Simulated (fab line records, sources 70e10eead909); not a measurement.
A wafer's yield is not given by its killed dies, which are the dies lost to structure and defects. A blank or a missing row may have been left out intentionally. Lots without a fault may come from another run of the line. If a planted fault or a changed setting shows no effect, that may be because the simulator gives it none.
Chamber matching :: flow nand-harc :: rie-diel-02 running NHARC_P_M2_DESCUM_14: 4 sister chambers
The step chemistry O2, time 3 s. 4 wafers are shown with their chamber, then 7 later ones without.

WAFERS PAIRED WITH THEIR CHAMBERS
wafer: L076.1
chamber: 1
showerhead-plenum-p-Torr (Torr): 1.94

wafer: L080.5
chamber: 0
showerhead-plenum-p-Torr (Torr): 1.96

wafer: L090.1
chamber: 3
showerhead-plenum-p-Torr (Torr): 2.01

wafer: L090.5
chamber: 2
showerhead-plenum-p-Torr (Torr): 1.84

WAFERS MISSING THEIR CHAMBER
wafer: L090.6
showerhead-plenum-p-Torr (Torr): 1.93

wafer: L092.1
showerhead-plenum-p-Torr (Torr): 1.84

wafer: L092.3
showerhead-plenum-p-Torr (Torr): 1.96

wafer: L092.6
showerhead-plenum-p-Torr (Torr): 1.84

wafer: L096.1
showerhead-plenum-p-Torr (Torr): 2.01

wafer: L096.2
showerhead-plenum-p-Torr (Torr): 1.93

wafer: L096.3
showerhead-plenum-p-Torr (Torr): 1.83

WHICH CHAMBER EACH ONE RAN IN
wafer: L090.6
from the rows above: 1
in truth: 1

wafer: L092.1
from the rows above: 2
in truth: 2

wafer: L092.3
from the rows above: 0
in truth: 0

wafer: L092.6
from the rows above: 2
in truth: 2

wafer: L096.1
from the rows above: 3
in truth: 3

wafer: L096.2
from the rows above: 1
in truth: 1

wafer: L096.3
from the rows above: 2
in truth: 2
7 of 7 placed correctly. Can't be placed from these rows: 0. Placed wrongly: 0.
How it was worked out, from the rows above alone: a wafer's distance from a chamber is the root of the sum, over the readings, of the square of ((its reading less the chamber's mean) divided by the reading's scatter). If the next closest chamber is less than 2 further off than the closest, the wafer can't be placed; otherwise it belongs to the closest. The mean given for a chamber averages the wafers shown for that chamber. The scatter (one wafer shown for each chamber): square how far every hidden wafer sits from the nearest shown wafer, average those squares and take the square root.
